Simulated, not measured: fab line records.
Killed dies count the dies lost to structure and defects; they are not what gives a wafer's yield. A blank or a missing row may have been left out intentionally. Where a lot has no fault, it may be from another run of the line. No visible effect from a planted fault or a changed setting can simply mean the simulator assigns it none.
Chamber matching    flow n5 finfet    rie diel-06 running N5_FIN_CUT_STRIP_22: 4 sister chambers
The step strips in N2/H2. 18 wafers are shown with their chamber, then 9 later ones without.

== WAFERS WITH THEIR CHAMBER ==
wafer   chamber  drypump motor current A (A)  showerhead plenum p Torr (Torr)  throttle valve pct (%)
L075.2  3        6.4                          3.33                             18.9
L075.5  1        5.8                          3.21                             19.0
L075.6  3        6.4                          3.33                             18.8
L078.1  3        6.4                          3.32                             18.9
L078.2  1        5.7                          3.21                             19.0
L078.3  2        5.6                          3.54                             19.4
L080.2  1        5.8                          3.21                             19.0
L080.4  3        6.4                          3.32                             18.9
L080.5  2        5.6                          3.54                             19.4
L085.3  1        5.7                          3.20                             19.0
L085.4  0        6.3                          3.42                             18.7
L085.5  2        5.6                          3.53                             19.4
L087.1  0        6.3                          3.42                             18.8
L087.4  3        6.4                          3.31                             18.9
L087.6  1        5.8                          3.20                             19.0
L088.1  2        5.6                          3.53                             19.4
L088.4  1        5.8                          3.20                             19.0
L088.5  2        5.6                          3.53                             19.4

SIGNATURES (averages over the wafers above)
reading                   chamber 0  chamber 1  chamber 2  chamber 3  scatter within a chamber
drypump motor current A   6.300      5.767      5.600      6.400      0.0309
showerhead plenum p Torr  3.4200     3.2050     3.5340     3.3220     0.00627
throttle valve pct        18.750     19.000     19.400     18.880     0.0305
Rule: distance of a wafer from a chamber = root of the sum over the readings of ((wafer's reading minus chamber's mean) / reading's scatter) squared. The wafer belongs to the nearest chamber; if the next one is less than 2 further off, it can't be placed. The scatter is the square root of a quotient: the sum, over the shown wafers, of each reading's squared deviation from its chamber's mean, divided by wafers minus chambers.

== WAFERS WITHOUT THEIR CHAMBER ==
wafer   drypump motor current A (A)  showerhead plenum p Torr (Torr)  throttle valve pct (%)
L091.1  5.8                          3.19                             19.0
L091.3  6.3                          3.41                             18.8
L091.6  5.7                          3.20                             19.1
L093.2  5.8                          3.19                             19.1
L093.3  6.4                          3.31                             18.6
L093.5  6.3                          3.41                             18.8
L096.2  6.4                          3.31                             18.5
L096.3  5.7                          3.19                             19.0
L096.5  6.5                          3.31                             18.6

== CHAMBER TAKEN BY EACH ==
wafer   from the rows above  in truth
L091.1  1                    1
L091.3  0                    0
L091.6  1                    1
L093.2  1                    1
L093.3  3                    3
L093.5  0                    0
L096.2  3                    3
L096.3  1                    1
L096.5  3                    3
9 of 9 placed correctly. Left unplaced by these rows: 0. 0 placed wrongly.
